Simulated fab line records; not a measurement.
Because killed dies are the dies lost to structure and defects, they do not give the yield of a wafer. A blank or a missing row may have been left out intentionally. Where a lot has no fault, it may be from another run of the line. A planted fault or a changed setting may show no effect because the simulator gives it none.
Which of the tools did it? -- flow nandHarc -- Sampling: 12 lots, 36 wafers, 5 of 1159 route steps

WHAT EACH GAUGE READ, for each wafer
NHARC_END_SORT_01.
lot,measured,on,defectLimitedYield (%),killedAtArray,killedAtOther,killedAtPeriphery,killedDies,killedOpen,killedShort,sort_bin_2_pct (%),sort_bin_3_pct (%),sort_bin_4_pct (%),sortNPass,sortRimYieldPct (%),sortYieldPct (%)
L690,day 20 21:31,prober-02,0 0 0,664 670 672,6 6 1,7 1 4,677 677 677,6 3 0,0 2 1,95.4 96.2 96.9,0.44 0.44 0.30,4.1 3.4 2.8,0 0 0,0 0 0,0 0 0
L692,day 21 13:19,prober-01,0 0 0,674 674 670,0 3 3,3 0 4,677 677 677,3 6 3,1 2 4,98.5 97.6 97.5,0.30 0 0.30,1.2 2.4 2.2,0 0 0,0 0 0,0 0 0

WHAT TOOL EACH LOT RAN ON (gives the tool, then ch and the chambers of the sampled wafers, and finally the start)
lot,NHARC_A_BLC_ALD_23,NHARC_A_M0_ETCH_15,NHARC_A_M0_ANNEAL_30,NHARC_A_M1_DEP_00
L683,"aldMetal-01 ch 0,1,3, day 17 20:08","rieDiel-12 ch 0,2,3, day 18 00:01 or earlier","rtpAnneal-01 ch 0, day 18 00:01","pecvd-01 ch 0,2, day 18 01:25"
L687,"aldMetal-03 ch 0,3, day 18 04:47","rieDiel-12 ch 0,1,3, day 18 12:48 or earlier","rtpAnneal-01 ch 0, day 18 12:48","pecvd-04 ch 1,2, day 18 14:10"
L690,"aldMetal-03 ch 0,1,3, day 19 01:20","rieDiel-03 ch 1,3, day 19 05:15 or earlier","rtpAnneal-02 ch 0, day 19 05:15","pecvd-03 ch 1,2, day 19 06:37"
L692,"aldMetal-04 ch 2,3, day 19 13:11","rieDiel-12 ch 1,2, day 19 23:08 or earlier","rtpAnneal-01 ch 0, day 19 23:08","pecvd-04 ch 1,2, day 20 00:28"
L697,"aldMetal-01 ch 0,2,3, day 20 22:13","rieDiel-03 ch 0,1,2, day 21 06:04 or earlier","rtpAnneal-02 ch 0, day 21 06:04","pecvd-01 ch 0,2, day 21 07:29"
L696,"aldMetal-01 ch 1,2,3, day 21 06:28","rieDiel-12 ch 0,3, day 21 17:38 or earlier","rtpAnneal-01 ch 0, day 21 17:38","pecvd-01 ch 1,2, day 21 18:58"
L699,"aldMetal-03 ch 1,2, day 21 08:38","rieDiel-03 ch 0,3, day 21 18:42 or earlier","rtpAnneal-02 ch 0, day 21 18:42","pecvd-03 ch 0,1,2, day 21 20:02"
L700,"aldMetal-01 ch 2,3, day 22 02:03","rieDiel-12 ch 0,2, day 22 12:07 or earlier","rtpAnneal-02 ch 0, day 22 12:07","pecvd-01 ch 0,2, day 22 13:37"
L701,"aldMetal-04 ch 2,3, day 22 02:52","rieDiel-03 ch 0,2,3, day 22 12:19 or earlier","rtpAnneal-01 ch 0, day 22 12:19","pecvd-01 ch 0,2, day 22 13:51"
L702,"aldMetal-01 ch 2,3, day 22 13:07","rieDiel-10 ch 0,2,3, day 22 20:24 or earlier","rtpAnneal-02 ch 0, day 22 20:24","pecvd-04 ch 1,2, day 22 22:11"
L703,"aldMetal-04 ch 0,1, day 22 13:52","rieDiel-03 ch 0,3, day 22 21:22 or earlier","rtpAnneal-01 ch 0, day 22 21:22","pecvd-04 ch 0,1,2, day 22 22:49"
L705,"aldMetal-01 ch 1,3, day 23 05:22","rieDiel-12 ch 0,1, day 23 11:55 or earlier","rtpAnneal-01 ch 0, day 23 11:55","pecvd-01 ch 1,2, day 23 13:10"
- NHARC_A_BLC_ALD_23: deposits TiN, target thk 3 nm, pulse time 1 s, ald cycles 150.
- NHARC_A_M0_ETCH_15: etches the open film in C4F8/Ar, target depth 150 nm, overetch 15 nm, time 82.5 s.
- NHARC_A_M0_ANNEAL_30: time 90 s.
- NHARC_A_M1_DEP_00: deposits SiOC, target thk 182.5 nm.

AS READ BY THE TOOLS THEMSELVES (means over the sampled wafers that have a number; for cases with no such wafer, the mark the record gives instead)
NHARC_A_BLC_ALD_23.
lot,tool,heaterPowerW (W),precursorPulseHeightRel
L683,aldMetal-01,1219,1.000
L687,aldMetal-03,1168,1.005
L690,aldMetal-03,1140,0.995
L692,aldMetal-04,1026,1.013
L697,aldMetal-01,1183,0.995
L696,aldMetal-01,1136,1.006
L699,aldMetal-03,1234,0.992
L700,aldMetal-01,1089,0.994
L701,aldMetal-04,983,0.985
L702,aldMetal-01,1084,0.994
L703,aldMetal-04,1079,0.995
L705,aldMetal-01,1192,0.996

NHARC_A_M0_ETCH_15.
lot,tool,oesProductAu (a.u.),rfVppV (V)
L683,rieDiel-12,0.959,443.4
L687,rieDiel-12,0.961,442.0
L690,rieDiel-03,0.977,439.8
L692,rieDiel-12,0.959,443.3
L697,rieDiel-03,0.974,438.8
L696,rieDiel-12,0.954,442.6
L699,rieDiel-03,0.933,441.5
L700,rieDiel-12,0.923,443.6
L701,rieDiel-03,0.926,441.8
L702,rieDiel-10,0.958,440.3
L703,rieDiel-03,0.964,439.3
L705,rieDiel-12,0.941,442.1

NHARC_A_M0_ANNEAL_30.
lot,tool,wafer_temp_C_max
L683,rtpAnneal-01,226.0
L687,rtpAnneal-01,226.0
L690,rtpAnneal-02,225.6
L692,rtpAnneal-01,225.7
L697,rtpAnneal-02,225.6
L696,rtpAnneal-01,226.0
L699,rtpAnneal-02,225.4
L700,rtpAnneal-02,225.6
L701,rtpAnneal-01,226.2
L702,rtpAnneal-02,225.7
L703,rtpAnneal-01,226.2
L705,rtpAnneal-01,226.1

NHARC_A_M1_DEP_00.
lot,tool,chamberPressureTorr (Torr),rfFwdPowerW (W)
L683,pecvd-01,5.004,599.6
L687,pecvd-04,4.996,598.9
L690,pecvd-03,-,-
L692,pecvd-04,-,-
L697,pecvd-01,5.001,598.2
L696,pecvd-01,5.011,598.6
L699,pecvd-03,4.989,599.2
L700,pecvd-01,4.997,597.8
L701,pecvd-01,4.982,598.6
L702,pecvd-04,4.998,599.3
L703,pecvd-04,5.000,599.0
L705,pecvd-01,4.993,598.7

THE ANSWER, worked out from the rows above alone
Rule: usual is defined by the lots themselves. Put in order of their means at a reading, lots are off if they are a third of the lots or fewer, leave a main group of 4 or more, and stand apart from it by a gap of 3 or more times the standard deviation of the main group's means; of several such gaps the widest counts. The tables above print the reading to a certain number of digits; a main group whose means all agree to those digits is not used. A lot without any number at a reading at which 4 lots or more have one is off too. The other lots that the step has rows for count as sound. After the gauges, taken in route order, come the tools' own readings; for these a lot's mean is taken, as printed above. The first step at which some lot is off is used, and at that step the reading that is off furthest; a lot without a number counts as furthest.
Off: L690, L692, at NHARC_A_M1_DEP_00 (chamberPressureTorr). Without a number there: L690, L692. The main group: mean 4.997 Torr, standard deviation 0.0076.
A tool fits if, at that step or a process step before it, it ran every lot that is off, and no sound lot after the first of them. NHARC_A_M0_ETCH_15 gives no start for some lots, so the hours and the order of its lots are those of NHARC_A_M0_ANNEAL_30. No candidate that was tried fits.

WHAT THE SIMULATOR HAD INSERTED
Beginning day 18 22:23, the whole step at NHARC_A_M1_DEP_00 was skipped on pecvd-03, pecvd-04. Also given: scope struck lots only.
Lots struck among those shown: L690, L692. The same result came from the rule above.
